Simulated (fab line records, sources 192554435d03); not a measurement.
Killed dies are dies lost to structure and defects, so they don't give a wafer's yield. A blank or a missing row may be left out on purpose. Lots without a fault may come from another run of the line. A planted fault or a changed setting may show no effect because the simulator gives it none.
fab line records | flow n5_finfet
record lots=7 wafers=21
route steps=1938 shown FIN_SAQP@125 DUMMY_GATE@228 SD_EPI_N@279 SD_EPI_P@312
start_h: hours from the record's first day to the start of the lot's first wafer shown | wait_h: hours since the lot's step before | " the same as in the row above | L1.1+2: a row that stands for several wafers | - no value, or no start given | * or withheld: withheld | < > ~ a bound
route shown NAME@n: a module of which the file shows steps, and the number in the route of the first | usual: mean/standard deviation of fault-free wafers | same: alike in all rows | chamber/n: place in a boat | sites: the reading at each site | _std_site: their standard deviation | _edge_site: outer sites' mean less inner sites' | radius_mm: how far each site lies from the wafer's centre | mask NAME#n: copy n | behind: the tool/chamber that last shaped the wafer | hold: why the lot was held/for how many hours/how that ended | device: the transistor (n, p or np) that didn't switch | end of line: the same wafers' tests at the end of the route | a step without rows: its recipe alone | killed: dies lost to structure and defects at the first sort, not the wafer's yield | map: a wafer's dies, x killed, . not, _ none there
set.NAME: the setting as run; set.NAME@STEP: as run at that earlier step | model.NAME: the simulator's own value behind a step, which no gauge read
lots whose settings were changed on purpose; a table a step, a row a wafer
## steps
# step N5_FIN_SAQP_SPACER1_ALD_24
# recipe material=SiO2 target_thk_a=203 temp_c=300 ald_precursor_family=BDEAS ald_co_reactant=O2-plasma pulse_time_s=1 purge_time_s=2 co_reactant_purge_time_s=2 ald_cycles=218 pressure_torr=2
# columns lot.wafer tool chamber start_h wait_h set.ald_cycles model.SiO2_of_FIN_SAQP_SPACER1_ALD_24.thk_nm
L074.1 ald_sin-01 2 23.83 0.3 242 22.6
L074.2+6 " 1 " " 218 20.2
L076.1+2 ald_sin-03 0,3 35.26 0.3 218 20.2
L076.3 " 1 " " 250 23.2
L082.1+4+6 ald_sin-03 1,3,2 71.43 0.3 218 20.2
L087.4+5 ald_sin-01 1,3 101.53 0.2 218 20.4
L087.6 " 0 " " 218 20.2
L089.1+2+4 ald_sin-02 1,0,3 114.54 0.3 218 20.4
L094.1+3 ald_sin-02 0,1 143.46 0.3 218 20.4
L094.5 " 0 " " 249 23.2
L095.2 ald_sin-03 2 149.95 0.6 218 20.2
L095.4+6 " 0,3 " " 238 22.2
# step N5_FIN_SAQP_SPACER1_ETCHBACK_25
# recipe chemistry=CHF3/O2 mode=anisotropic_etchback target=SiO2 target_depth_a=244 time_s=12.2 pressure_mtorr=30 source_w=650 bias_w=170 Ar_flow_sccm=200 CHF3_flow_sccm=50 O2_flow_sccm=5 ion_energy_ev=200
# step N5_FIN_SAQP_MANDREL1_REMOVE_56
# recipe chemistry=HBr/Cl2/O2 bt_time_s=10 target=a-Si stop_on=SiNx endpoint=OES-SiCl over_etch_frac=1 icp_w=600 bias_w=22 HBr_flow_sccm=150 Cl2_flow_sccm=80 O2_flow_sccm=5 pressure_mtorr=10
# columns lot.wafer tool chamber start_h wait_h set.ald_cycles@FIN_SAQP_SPACER1_ALD_24 model.FIN_SAQP.cd_nm
L074.1 rie_si-06 3 24.64 0.1 242 22.6
L074.2 " 1 " " 218 20.4
L074.6 " 1 " " 218 20.2
L076.1 rie_si-06 3 36.07 0.1 218 20.4
L076.2 " 2 " " 218 20.2
L076.3 " 0 " " 250 23.4
L082.1 rie_si-03 1 72.23 0.1 218 20.4
L082.4+6 " 3,0 " " 218 20.2
L087.4 rie_si-03 1 102.42 0.0 218 20.4
L087.5+6 " 3,0 " " 218 20.2
L089.1 rie_si-03 1 115.34 0.1 218 20.4
L089.2+4 " 0 " " 218 20.2
L094.1 rie_si-04 2 144.26 0.1 218 20.4
L094.3 " 3 " " 218 20.2
L094.5 " 2 " " 249 23.2
L095.2 rie_si-03 2 150.91 0.1 218 20.4
L095.4+6 " 0,3 " " 238 22.2
# step N5_FIN_SAQP_CD_MEAS_27
# recipe target_cd_nm=20 landing_energy_ev=1000 detector=se_inlens polarity=line
# usual cd_nm=20.33/0.24
# columns lot.wafer tool chamber start_h wait_h set.ald_cycles@FIN_SAQP_SPACER1_ALD_24 cd_nm
L074.1 cd_sem-02 0 24.75 0.1 242 22.61
L074.2 " 0 " " 218 20.28
L074.6 " 0 " " 218 20.18
L076.1 cd_sem-01 0 36.18 0.1 218 20.33
L076.2 " 0 " " 218 20.17
L076.3 " 0 " " 250 23.77
L082.1 cd_sem-03 0 72.34 0.1 218 20.09
L082.4 " 0 " " 218 20.04
L082.6 " 0 " " 218 20.03
L087.4 cd_sem-01 0 102.54 0.1 218 20.07
L087.5 " 0 " " 218 20.27
L087.6 " 0 " " 218 20.50
L089.1 cd_sem-02 0 115.45 0.1 218 20.34
L089.2 " 0 " " 218 20.17
L089.4 " 0 " " 218 20.15
L094.1 cd_sem-03 0 144.37 0.1 218 20.62
L094.3 " 0 " " 218 20.49
L094.5 " 0 " " 249 23.21
L095.2 cd_sem-02 0 151.02 0.1 218 20.50
L095.4 " 0 " " 238 22.06
L095.6 " 0 " " 238 22.41
# step N5_FIN_SAQP_ETCH_34
# recipe chemistry=C4F6/O2 target=SiO2 target_depth_a=450 time_s=15 ion_energy_ev=250 pressure_mtorr=30 source_w=345 bias_w=185 Ar_flow_sccm=300 C4F6_flow_sccm=10 O2_flow_sccm=10 ends=cleared
# usual etch_rf_on_time_s=14.99/0.17 rf_vpp_V=669/5.4
# columns lot.wafer tool chamber start_h wait_h set.source_w etch_rf_on_time_s rf_vpp_V
L074.1 rie_diel-02 2 26.58 0.0 345 15.05 659
L074.2 " 1 " " 345 14.81 672
L074.6 " 2 " " 345 15.12 658
L076.1 rie_diel-02 2 39.42 0.0 400.7 14.02 610
L076.2 " 3 " " 345 14.83 668
L076.3 " 0 " " 400.7 13.93 626
L082.1 rie_diel-02 2 74.14 0.0 345 15.01 659
L082.4 " 0 " " 345 15.12 677
L082.6 " 2 " " 345 15.04 659
L087.4 rie_diel-02 2 105.21 0.0 345 14.92 658
L087.5 " 1 " " 345 14.68 673
L087.6 " 2 " " 345 15.07 658
L089.1 rie_diel-01 0 117.33 0.0 345 15.11 665
L089.2 " 2 " " 365.7 14.66 649
L089.4 " 3 " " 345 14.89 679
L094.1 rie_diel-02 3 146.05 0.0 286.6 16.14 735
L094.3 " 2 " " 345 14.91 658
L094.5 " 2 " " 286.6 15.92 723
L095.2 rie_diel-05 0 155.08 0.0 345 15.21 672
L095.4 " 2 " " 322.6 15.61 685
L095.6 " 1 " " 322.6 15.33 694
# step N5_DUMMY_GATE_EXPOSE_12
# recipe mask_id=GATE na=0.33 source_shape=annular sigma_inner=0.2 sigma_outer=0.6 polarization=unpolarized target_cd_nm=25 dose_mj=34
# columns lot.wafer tool chamber start_h wait_h mask set.dose_mj
L074.1+2+6 euv_scanner-02 0 51.23 - GATE#0 34
L076.1+2+3 euv_scanner-02 0 59.36 - GATE#0 34
L082.1+4+6 euv_scanner-01 0 93.43 - GATE#0 34
L087.4+5 euv_scanner-01 0 124.31 - GATE#0 34
L087.6 " 0 " " GATE#0 35.1
L089.1+2+4 euv_scanner-01 0 136.29 - GATE#0 34
L094.1+3 euv_scanner-01 0 165.36 - GATE#0 34
L094.5 " 0 " " GATE#0 35.26
L095.2+4 euv_scanner-02 0 175.13 - GATE#0 31.5
L095.6 " 0 " " GATE#0 34
# step N5_DUMMY_GATE_PEB_13
# recipe peb_temp_c=100 peb_time_s=60 resist=CAR-EUV
# step N5_DUMMY_GATE_DEVELOP_14
# recipe develop_time_s=30 developer=TMAH resist=CAR-EUV rinse_liquid=surfactant_rinse dry=air_spin dev_temp_c=23
# step N5_DUMMY_GATE_CD_MEAS_15
# recipe target_cd_nm=25.8 landing_energy_ev=500 detector=se_inlens
# usual cd_nm=24.99/0.23
# columns lot.wafer tool chamber start_h wait_h set.dose_mj@DUMMY_GATE_EXPOSE_12 cd_nm
L074.1 cd_sem-01 0 51.35 - 34 24.80
L074.2 " 0 " " 34 24.93
L074.6 " 0 " " 34 24.74
L076.1 cd_sem-02 0 59.49 - 34 25.15
L076.2 " 0 " " 34 25.14
L076.3 " 0 " " 34 24.83
L082.1 cd_sem-03 0 93.56 - 34 25.31
L082.4 " 0 " " 34 25.28
L082.6 " 0 " " 34 25.27
L087.4 cd_sem-03 0 124.43 - 34 24.70
L087.5 " 0 " " 34 24.72
L087.6 " 0 " " 35.1 24.24
L089.1 cd_sem-03 0 136.41 - 34 25.02
L089.2 " 0 " " 34 25.18
L089.4 " 0 " " 34 25.20
L094.1 cd_sem-03 0 165.49 - 34 24.76
L094.3 " 0 " " 34 25.62
L094.5 " 0 " " 35.26 24.46
L095.2 cd_sem-03 0 175.25 - 31.5 26.53
L095.4 " 0 " " 31.5 26.64
L095.6 " 0 " " 34 25.14
# step N5_DUMMY_GATE_ETCH_37
# recipe chemistry=N2/H2 target=SOC target_depth_a=600 overetch_a=300 temp_c=40 ion_energy_ev=200 pressure_mtorr=30 source_w=840 bias_w=150 n2_flow_sccm=200 h2_flow_sccm=200
# usual rf_vpp_V=524.5/2.7
# columns lot.wafer tool chamber start_h wait_h set.source_w rf_vpp_V model.SiARC_of_DUMMY_GATE_COAT_35.thk_nm
L074.1 rie_diel-03 0 51.63 0.0 840 526.3 5.2
L074.2 " 3 " " 840 522.5 5
L074.6 " 0 " " 840 526.3 5.2
L076.1 rie_diel-03 1 59.77 0.0 840 523.9 5
L076.2 " 2 " " 840 525.6 5
L076.3 " 3 " " 988.7 495.3 4.6
L082.1 rie_diel-04 2 93.84 0.0 840 526.3 5
L082.4 " 1 " " 840 526.2 5
L082.6 " 1 " " 840 528.5 5
L087.4 rie_diel-04 3 124.71 0.0 950.9 506.4 4.6
L087.5 " 1 " " 840 528.5 4.8
L087.6 " 2 " " 950.9 504.0 4.6
L089.1 rie_diel-04 2 136.69 0.0 840 526.7 5
L089.2 " 1 " " 840 526.6 5
L089.4 " 0 " " 840 521.4 5
L094.1 rie_diel-06 3 165.77 0.0 840 521.8 4.8
L094.3 " 1 " " 985.8 493.4 4.4
L094.5 " 0 " " 840 525.6 5
L095.2 rie_diel-04 1 175.53 0.0 840 527.3 5
L095.4 " 3 " " 763.6 543.2 5.2
L095.6 " 1 " " 840 527.6 5
# step N5_DUMMY_GATE_STRIP_38
# recipe chemistry=N2/H2 temp_c=40 n2_flow_sccm=200 h2_flow_sccm=200 rf_frequency_hz=6e+07
# step N5_DUMMY_GATE_STRIP_39
# recipe chemistry=N2/H2 temp_c=40 n2_flow_sccm=200 h2_flow_sccm=200 rf_frequency_hz=6e+07
# step N5_DUMMY_GATE_TRIM_49
# recipe chemistry=O2 resist=SOC time_s=29 target_cd_nm=14 source_power_w=300 bias_power_w=0 O2_flow_sccm=100 temp_c=20
# columns lot.wafer tool chamber start_h wait_h set.dose_mj@DUMMY_GATE_EXPOSE_12 model.DUMMY_GATE.cd_nm
L074.1 rie_si-05 2 51.71 0.0 34 14.2
L074.2+6 " 3,0 " " 34 14
L076.1+2 rie_si-01 1,3 59.85 0.0 34 14.6
L076.3 " 2 " " 34 14
L082.1+4 rie_si-05 0,2 93.92 0.0 34 14
L082.6 " 3 " " 34 13.8
L087.4 rie_si-02 2 124.79 0.0 34 13.4
L087.5 " 2 " " 34 14
L087.6 " 3 " " 35.1 13
L089.1+4 rie_si-01 3,0 136.77 0.0 34 13.6
L089.2 " 2 " " 34 13.8
L094.1 rie_si-01 0 165.85 0.0 34 14.2
L094.3 " 1 " " 34 14
L094.5 " 0 " " 35.26 13.6
L095.2 rie_si-02 1 175.61 0.0 31.5 15.4
L095.4 " 0 " " 31.5 15.8
L095.6 " 1 " " 34 14
# step N5_DUMMY_GATE_STRIP_40
# recipe chemistry=CF4 resist=SiARC power_w=300 bias_power_w=75 pressure_mtorr=50 cf4_flow_sccm=150 rf_frequency_hz=6e+07
# step N5_DUMMY_GATE_ETCH_32
# recipe chemistry=CF4 target=SiO2 target_depth_a=35 time_s=3.9 ion_energy_ev=350 pressure_mtorr=10 icp_w=800 bias_w=400 cf4_flow_sccm=80
# step N5_DUMMY_GATE_ETCH_23
# recipe chemistry=HBr/Cl2/O2 HBr_flow_sccm=150 Cl2_flow_sccm=80 O2_flow_sccm=12 bias_w=102 target_depth_a=410 time_s=22.3 target=poly-Si mask_material=SiO2 pressure_mtorr=10 icp_w=800
# step N5_DUMMY_GATE_ETCH_44
# recipe chemistry=HBr/O2 over_etch_frac=0.7 target_depth_a=1275 stop_on=SiO2 ion_energy_ev=60 bias_w=20 target=poly-Si mask_material=SiO2 pressure_mtorr=20 icp_w=400 HBr_flow_sccm=120 O2_flow_sccm=10
# columns lot.wafer tool chamber start_h wait_h set.dose_mj@DUMMY_GATE_EXPOSE_12 model.DUMMY_GATE.cd_nm
L074.1+6 rie_si-02 1 52.25 0.0 34 15.2
L074.2 " 2 " " 34 15
L076.1+2 rie_si-05 2,1 60.38 0.0 34 15.6
L076.3 " 0 " " 34 15
L082.1+4 rie_si-01 1,2 94.45 0.0 34 15.2
L082.6 " 3 " " 34 15
L087.4 rie_si-01 3 125.65 0.0 34 14.6
L087.5 " 0 " " 34 15
L087.6 " 2 " " 35.1 14
L089.1 rie_si-05 0 137.30 0.0 34 14.8
L089.2 " 2 " " 34 14.6
L089.4 " 1 " " 34 14.4
L094.1+3 rie_si-05 2,0 166.38 0.0 34 15.2
L094.5 " 1 " " 35.26 14.8
L095.2 rie_si-01 1 176.14 0.0 31.5 16.4
L095.4 " 3 " " 31.5 17
L095.6 " 3 " " 34 15
# step N5_DUMMY_GATE_CD_MEAS_24
# recipe target_cd_nm=15
# usual cd_nm=15.1/0.31
# columns lot.wafer tool chamber start_h wait_h set.dose_mj@DUMMY_GATE_EXPOSE_12 cd_nm
L074.1 cd_sem-03 - 52.36 0.1 34 14.9
L074.2 " - " " 34 15.3
L074.6 " - " " 34 15.2
L076.1 cd_sem-03 - 60.49 0.1 34 15.5
L076.2 " - " " 34 15.5
L076.3 " - " " 34 14.9
L082.1 cd_sem-02 - 94.56 0.1 34 15.1
L082.4 " - " " 34 15.3
L082.6 " - " " 34 15.2
L087.4 cd_sem-01 - 125.73 0.0 34 14.5
L087.5 " - " " 34 14.8
L087.6 " - " " 35.1 13.8
L089.1 cd_sem-02 - 137.41 0.1 34 14.5
L089.2 " - " " 34 14.7
L089.4 " - " " 34 14.6
L094.1 cd_sem-03 - 166.49 0.1 34 15.3
L094.3 " - " " 34 15.2
L094.5 " - " " 35.26 14.9
L095.2 cd_sem-02 - 176.26 0.1 31.5 16.5
L095.4 " - " " 31.5 16.9
L095.6 " - " " 34 14.9
# step N5_SD_EPI_N_ETCH_16
# recipe chemistry=CHF3/O2 target=SiO2 target_depth_a=50 mask_material=SOC pressure_mtorr=30 source_w=650 bias_w=170 Ar_flow_sccm=200 CHF3_flow_sccm=50 O2_flow_sccm=5 ion_energy_ev=200
# columns lot.wafer tool chamber start_h wait_h set.target_depth_a model.etch.depth_nm
L074.1 rie_diel-02 0 54.69 0.1 50 4.943
L074.2 " 1 " " 52.57 5.299
L074.6 " 3 " " 50 4.9
L076.1 rie_diel-05 2 63.10 0.1 50 4.98
L076.2 " 0 " " 47.19 4.673
L076.3 " 1 " " 50 5.02
L082.1 rie_diel-05 2 96.73 0.1 50 4.87
L082.4 " 3 " " 50 5.012
L082.6 " 2 " " 50 4.946
L087.4 rie_diel-05 3 127.73 0.1 50 4.968
L087.5 " 1 " " 53.67 5.312
L087.6 " 2 " " 50 4.863
L089.1 rie_diel-05 3 139.74 0.1 48.48 4.869
L089.2 " 1 " " 50 5.005
L089.4 " 2 " " 48.48 4.756
L094.1 rie_diel-02 3 168.54 0.1 54.51 5.426
L094.3 " 2 " " 50 5.011
L094.5 " 3 " " 50 5.001
L095.2 rie_diel-02 2 178.12 0.1 47.93 4.753
L095.4 " 2 " " 50 4.943
L095.6 " 1 " " 50 4.982
# step N5_SD_EPI_N_EPI_21
# recipe material=Si:P dopant=P temp_c=680 pressure_torr=255 time_s=690
# columns lot.wafer tool chamber start_h wait_h set.temp_c model.Si-P_of_SD_EPI_N_EPI_21.thk_nm
L074.1 epi_rpcvd-02 0 55.77 0.1 680 60.4
L074.2+6 " 0 " " 680 59.8
L076.1 epi_rpcvd-02 0 64.34 0.2 675.3 55.4
L076.2 " 0 " " 680 59.6
L076.3 " 0 " " 675.3 55
L082.1 epi_rpcvd-01 0 97.96 0.2 680 60.6
L082.4 " 0 99.08 1.2 680 59.8
L082.6 " 0 " " 680 60.2
L087.4 epi_rpcvd-03 0 129.63 0.9 680 58.2
L087.5 " 0 " " 682.4 61.2
L087.6 " 0 " " 682.4 61
L089.1 epi_rpcvd-03 0 140.82 0.1 675.8 55.4
L089.2 " 0 " " 675.8 54.6
L089.4 " 0 " " 680 59.2
L094.1 epi_rpcvd-03 0 169.61 0.1 682.8 61.8
L094.3 " 0 " " 680 59.8
L094.5 " 0 " " 680 59
L095.2 epi_rpcvd-02 0 180.02 0.5 675.6 55.4
L095.4 " 0 " " 680 58.4
L095.6 " 0 " " 680 58.2
# step N5_SD_EPI_N_EPI_MEAS_23
# recipe mode=xrd
# usual thk_nm=59.2/1.3
# columns lot.wafer tool chamber start_h wait_h set.temp_c@SD_EPI_N_EPI_21 thk_nm
L074.1 film_metro-01 - 57.49 1.4 680 60.4
L074.2 " - " " 680 59.7
L074.6 " - " " 680 60.1
L076.1 film_metro-01 - 66.62 1.9 675.3 55.3
L076.2 " - " " 680 60.2
L076.3 " - " " 675.3 56.2
L082.1 film_metro-01 - 100.24 1.9 680 60.9
L082.4 " - " " 680 60.0
L082.6 " - " " 680 60.5
L087.4 film_metro-01 - 130.51 0.6 680 57.4
L087.5 " - " " 682.4 62.0
L087.6 " - " " 682.4 61.1
L089.1 film_metro-01 - 142.54 1.4 675.8 55.0
L089.2 " - " " 675.8 55.2
L089.4 " - " " 680 57.0
L094.1 film_metro-02 - 171.34 1.5 682.8 61.6
L094.3 " - " " 680 61.8
L094.5 " - " " 680 59.0
L095.2 film_metro-01 - 181.93 1.5 675.6 54.4
L095.4 " - " " 680 59.9
L095.6 " - " " 680 58.9
# step N5_SD_EPI_N_PRECLEAN_24
# recipe chemistry=O3/DIW time_s=60 temp_c=22 o3_ppm=10
# columns lot.wafer tool chamber start_h wait_h set.temp_c@SD_EPI_N_EPI_21 model.Si-P_of_SD_EPI_N_EPI_21.thk_nm
L074.1 wet_bench-03 4 57.52 0.0 680 60
L074.2+6 " 2,6 " " 680 59.4
L076.1 wet_bench-03 5 66.65 0.0 675.3 55
L076.2 " 4 " " 680 59.2
L076.3 " 7 " " 675.3 54.6
L082.1 wet_bench-06 5 100.28 0.0 680 60.2
L082.4 " 7 " " 680 59.4
L082.6 " 6 " " 680 59.8
L087.4 wet_bench-01 7 130.54 0.0 680 57.8
L087.5 " 2 " " 682.4 60.8
L087.6 " 6 " " 682.4 60.6
L089.1 wet_bench-06 0 142.57 0.0 675.8 55
L089.2 " 4 " " 675.8 54.4
L089.4 " 1 " " 680 58.8
L094.1 wet_bench-06 4 171.38 0.0 682.8 61.4
L094.3 " 2 " " 680 59.4
L094.5 " 1 " " 680 58.6
L095.2 wet_bench-01 5 181.96 0.0 675.6 55
L095.4 " 1 " " 680 58
L095.6 " 2 " " 680 57.8
# step N5_SD_EPI_P_ETCH_16
# recipe chemistry=CHF3/O2 target=SiO2 target_depth_a=50 mask_material=SOC pressure_mtorr=30 source_w=650 bias_w=170 Ar_flow_sccm=200 CHF3_flow_sccm=50 O2_flow_sccm=5 ion_energy_ev=200
# columns lot.wafer tool chamber start_h wait_h set.target_depth_a model.etch.depth_nm
L074.1+2 rie_diel-03 2,0 59.15 0.1 44.01 4.31
L074.6 " 1 " " 50 4.958
L076.1 rie_diel-03 3 68.29 0.1 46.68 4.652
L076.2 " 2 " " 46.68 4.519
L076.3 " 1 " " 50 4.958
L082.1 rie_diel-03 1 101.90 0.1 50 4.926
L082.4 " 2 " " 50 4.919
L082.6 " 3 " " 50 4.969
L087.4 rie_diel-03 3 132.65 0.0 50 5.056
L087.5 " 1 " " 50 4.969
L087.6 " 0 " " 50 4.898
L089.1 rie_diel-03 3 144.33 0.1 44.76 4.477
L089.2 " 1 " " 44.76 4.396
L089.4 " 0 " " 50 4.896
L094.1 rie_diel-06 2 173.06 0.1 46.72 4.627
L094.3 " 1 " " 46.72 4.71
L094.5 " 0 " " 50 4.989
L095.2 rie_diel-06 0 184.14 0.1 50 4.922
L095.4 " 1 " " 50 5.005
L095.6 " 0 " " 50 4.93
## key
split step=N5_FIN_SAQP_SPACER1_ALD_24 setting=ald_cycles stated=218 by=wafer
response step=N5_FIN_SAQP_SPACER1_ALD_24 reading=model.SiO2_of_FIN_SAQP_SPACER1_ALD_24.thk_nm change=+0.206 per=1% r=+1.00
response step=N5_FIN_SAQP_MANDREL1_REMOVE_56 reading=model.FIN_SAQP.cd_nm change=+0.206 per=1% r=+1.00
response step=N5_FIN_SAQP_CD_MEAS_27 reading=cd_nm change=+0.211 per=1% r=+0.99
split step=N5_FIN_SAQP_ETCH_34 setting=source_w stated=345 by=wafer
response step=N5_FIN_SAQP_ETCH_34 reading=etch_rf_on_time_s change=* per=1% r=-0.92
response step=N5_FIN_SAQP_ETCH_34 reading=rf_vpp_V change=-3.6 per=1% r=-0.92
split step=N5_DUMMY_GATE_EXPOSE_12 setting=dose_mj stated=34 by=wafer
response step=N5_DUMMY_GATE_CD_MEAS_15 reading=cd_nm change=-0.189 per=1% r=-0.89
response step=N5_DUMMY_GATE_TRIM_49 reading=model.DUMMY_GATE.cd_nm change=-0.203 per=1% r=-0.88
response step=N5_DUMMY_GATE_ETCH_44 reading=model.DUMMY_GATE.cd_nm change=-0.212 per=1% r=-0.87
response step=N5_DUMMY_GATE_CD_MEAS_24 reading=cd_nm change=-0.222 per=1% r=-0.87
split step=N5_DUMMY_GATE_ETCH_37 setting=source_w stated=840 by=wafer
response step=N5_DUMMY_GATE_ETCH_37 reading=rf_vpp_V change=-1.72 per=1% r=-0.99
response step=N5_DUMMY_GATE_ETCH_37 reading=model.SiARC_of_DUMMY_GATE_COAT_35.thk_nm change=-0.0232 per=1% r=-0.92
split step=N5_SD_EPI_N_ETCH_16 setting=target_depth_a stated=50 by=wafer
response step=N5_SD_EPI_N_ETCH_16 reading=model.etch.depth_nm change=+0.0544 per=1% r=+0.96
split step=N5_SD_EPI_N_EPI_21 setting=temp_c stated=680 by=wafer
response step=N5_SD_EPI_N_EPI_21 reading=model.Si-P_of_SD_EPI_N_EPI_21.thk_nm change=+6.06 per=1% r=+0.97
response step=N5_SD_EPI_N_EPI_MEAS_23 reading=thk_nm change=* per=1% r=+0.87
response step=N5_SD_EPI_N_PRECLEAN_24 reading=model.Si-P_of_SD_EPI_N_EPI_21.thk_nm change=+6.02 per=1% r=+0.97
split step=N5_SD_EPI_P_ETCH_16 setting=target_depth_a stated=50 by=wafer
response step=N5_SD_EPI_P_ETCH_16 reading=model.etch.depth_nm change=+0.0504 per=1% r=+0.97
